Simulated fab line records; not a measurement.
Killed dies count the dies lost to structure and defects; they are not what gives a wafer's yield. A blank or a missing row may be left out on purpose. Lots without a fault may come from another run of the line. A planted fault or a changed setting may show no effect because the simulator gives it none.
A struck lot beside a sound one | flow nand-harc | 14 out of 1302 route steps
Sound: these wafers, L716.2, L716.3, L716.4. Wafers struck: L718.2, L718.3, L718.5. The cause is given at the end.
Order at every step that has rows: each side's tool, ch and its chambers, its first start. Under that, the readings that differ: sound wafers | struck wafers | difference of the means | sigmas: that difference in standard deviations of wafers without a fault.
alike: readings with means less than 2 such deviations apart, plus words and numbers identical on both sides. not compared: withheld readings, readings lacking a value on some wafer, bounds such as >300 that could conceal the same value, and numbers that have no deviation in the record and whose values overlap.
The two part at a step that has a row with sigmas, a row that says differs or no value, or rows on one side only. When numbers do not overlap yet have no deviation, they are printed without sigmas and do not part them. Lack of a reading on every wafer of one side parts them only where that side has two or more wafers.

NHARC_P_GATE_INSPECT_28:
  sound on defect-inspect-01 at day 9 15:56; struck on defect-inspect-02 at day 10 16:53
  alike: raw-defect-count
NHARC_P_GATE_DESCUM_31: chemistry O2, time 3 s.
  sound on rie-diel-02 ch 0,2,3, day 9 16:01; struck on rie-diel-10 ch 0,2, day 10 16:56
  alike: chamber-pressure-mTorr, drypump-motor-current-A, oes-product-au, rf-vpp-V, showerhead-plenum-p-Torr, throttle-valve-pct
  not compared: rf-hours-counter-h
NHARC_P_GATE_ETCH_104: etches the open film in CF4/CHF3, target depth 60 nm.
  sound on rie-diel-02 ch 1,2,3, day 9 16:05; struck on rie-diel-10 ch 1,2, day 10 17:02
  reading                        | sound             | struck            | difference | sigmas
  chamber-pressure-mTorr (mTorr) | 25.01 24.98 25.02 | 24.28 24.98 25.00 | -0.25      | -4
  oes-product-au (a.u.)          | 0.920 0.918 0.922 | 0.961 0.972 0.970 | +0.048     | +2
  alike: drypump-motor-current-A, rf-vpp-V, showerhead-plenum-p-Torr, throttle-valve-pct
NHARC_P_GATE_HM_OPEN_105: chemistry O2/COS, target depth 360 nm.
  sound: rie-diel-02 ch 0,1,3; struck: rie-diel-10 ch 1,2,3
  alike: chamber-pressure-mTorr, drypump-motor-current-A, oes-product-au, rf-vpp-V, showerhead-plenum-p-Torr, throttle-valve-pct
  not compared: rf-hours-counter-h
then, 2 steps without rows for these wafers: NHARC_P_GATE_STRIP_106 (strips in O2/COS); NHARC_P_GATE_ETCH_114 (etches the open film in CF4/O2, target depth 30 nm, overetch 3 nm, time 16.5 s).
NHARC_P_GATE_ETCH_32: etches the open film in HBr/Cl2, target depth 150 nm, time 100.1 s.
  sound on rie-si-02 ch 1,3, day 9 16:28; struck on rie-si-04 ch 2,3, day 10 17:24
  alike: chamber-pressure-mTorr, drypump-motor-current-A, oes-product-au, throttle-valve-pct
  not compared: rf-hours-counter-h
then, 1 step without rows for these wafers: NHARC_P_GATE_STRIP_108 (strips in O2).
NHARC_P_GATE_CD_MEAS_33:
  sound on cd-sem-02 at day 9 16:50; struck on cd-sem-02 at day 10 17:44
  reading    | sound             | struck            | difference | sigmas
  cd-nm (nm) | 115.6 118.2 117.7 | 121.4 121.2 120.3 | +3.8       | +2
then, 3 steps without rows for these wafers: NHARC_P_GATE_STRIP_35 (strips in SPM, time 600 s); NHARC_P_GATE_PRECLEAN_73 (cleans in SC1); NHARC_P_GATE_SRD_74.
NHARC_P_GATE_ALD_36: deposits SiNx, target thk 20 nm, pulse time 60 s, ald cycles 223.
  sound on ald-sin-01 ch 0,1,2, day 9 17:17; struck on ald-sin-02 ch 0,3, day 10 18:11
  no value came back on the struck wafers for any of 5 readings (ald-cycles, heater-power-outer-w (W) and others); on the sound wafers ald-cycles reads 223 223 223
NHARC_P_GATE_ETCHBACK_37: etches the open film in CHF3/O2, target depth 34.5 nm, time 17.2 s.
  sound: rie-diel-12 ch 0,1,3; struck: rie-diel-12 ch 0,3
  alike: chamber-pressure-mTorr, chf3-flow-sccm, drypump-motor-current-A, oes-product-au, rf-vpp-V, showerhead-plenum-p-Torr, throttle-valve-pct
  not compared: rf-hours-counter-h

## WHERE THEY PART
Last at NHARC_P_GATE_ALD_36 as far as this record goes, first at NHARC_P_GATE_ETCH_104. Later steps at which nothing parts them and some readings are alike: NHARC_P_GATE_ETCHBACK_37.

WHY: whatever the simulator had introduced
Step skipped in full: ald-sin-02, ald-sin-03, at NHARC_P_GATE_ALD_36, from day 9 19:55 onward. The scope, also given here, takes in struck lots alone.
